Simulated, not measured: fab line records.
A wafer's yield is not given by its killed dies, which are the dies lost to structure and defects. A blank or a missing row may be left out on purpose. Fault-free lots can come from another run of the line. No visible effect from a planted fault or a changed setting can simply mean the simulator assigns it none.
A lot that was struck, set against a sound lot -- flow nand-harc -- 14 steps out of a route of 1302
Sound: these wafers, L813.1, L813.4, L813.5. The struck wafers were L825.3, L825.4, L825.5. Last of all comes the cause.
At each step with rows: each side's tool, then ch and its chambers, then its first start. Under that, the readings that differ: sound wafers -- struck wafers -- difference of the means -- sigmas: that difference in standard deviations of wafers without a fault.
alike: readings whose means differ by less than 2 such deviations, and words and numbers that are the same on both sides. not compared: withheld readings, readings that some wafer has no value for, bounds like >300 that may hide the same value, and numbers for which the record gives no deviation and whose values overlap.
Wherever a step has rows on one side only, a row that says differs or no value, or a row with sigmas, the two part there. When numbers do not overlap yet have no deviation, they are printed without sigmas and do not part them. A reading that every wafer of one side lacks parts them only if that side has two wafers or more.

NHARC_THIN_TSV_GRIND_00:
  sound on grinder-01 ch 0, day 25 10:06; struck on grinder-01 ch 0, day 28 12:01
  alike: motor-current-A
NHARC_THIN_TSV_CMP_01: polishes.
  sound on cmp-01 ch 1,2, day 25 11:20; struck on cmp-04 ch 0,1, day 28 12:50
  alike: motor-current-A
NHARC_THIN_TSV_THK_MEAS_02: measures by ir.
  struck on film-metro-01, day 28 13:05; sound on film-metro-01, day 25 11:35
  alike: thk-nm
then, 3 steps without rows for these wafers: NHARC_THIN_TSV_SRD_03; NHARC_THIN_TSV_PRECLEAN_41 (cleans in SC1); NHARC_THIN_TSV_SRD_42.
NHARC_THIN_TSV_DEP_43: deposits SiO2, target thk 1328.5 nm.
  sound on pecvd-01 ch 0,1, day 25 11:54; struck on pecvd-02 ch 0,1, day 28 13:25
  alike: chamber-pressure-Torr, throttle-valve-pct
then, 5 steps without rows for these wafers: NHARC_THIN_TSV_DEHYDRATE_04 (time 120 s); NHARC_THIN_TSV_HMDS_05 (time 30 s); NHARC_THIN_TSV_COAT_06; NHARC_THIN_TSV_SOFTBAKE_07 (time 95 s); NHARC_THIN_TSV_EBR_08.
NHARC_THIN_TSV_EXPOSE_09: exposes mask TSV.
  sound on krf-scanner-02 ch 0, day 25 12:29; struck on krf-scanner-02, day 28 13:53
  no value came back on the struck wafers for exposure-dose-mJ-cm2, focus-offset-nm (nm), reticle-temp-C (C), stage-vel-mm-s (mm/s); on the sound wafers exposure-dose-mJ-cm2 reads 30.703 30.736 30.705
  alike: mask
then, 1 step without rows for these wafers: NHARC_THIN_TSV_PEB_10 (peb time 85 s).

== WHERE THEY PART ==
Within this record, at NHARC_THIN_TSV_EXPOSE_09 only.

WHY: the cause the simulator had injected
Skipped step whole: krf-scanner-02, from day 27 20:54 on, at NHARC_THIN_TSV_EXPOSE_09. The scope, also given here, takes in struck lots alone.
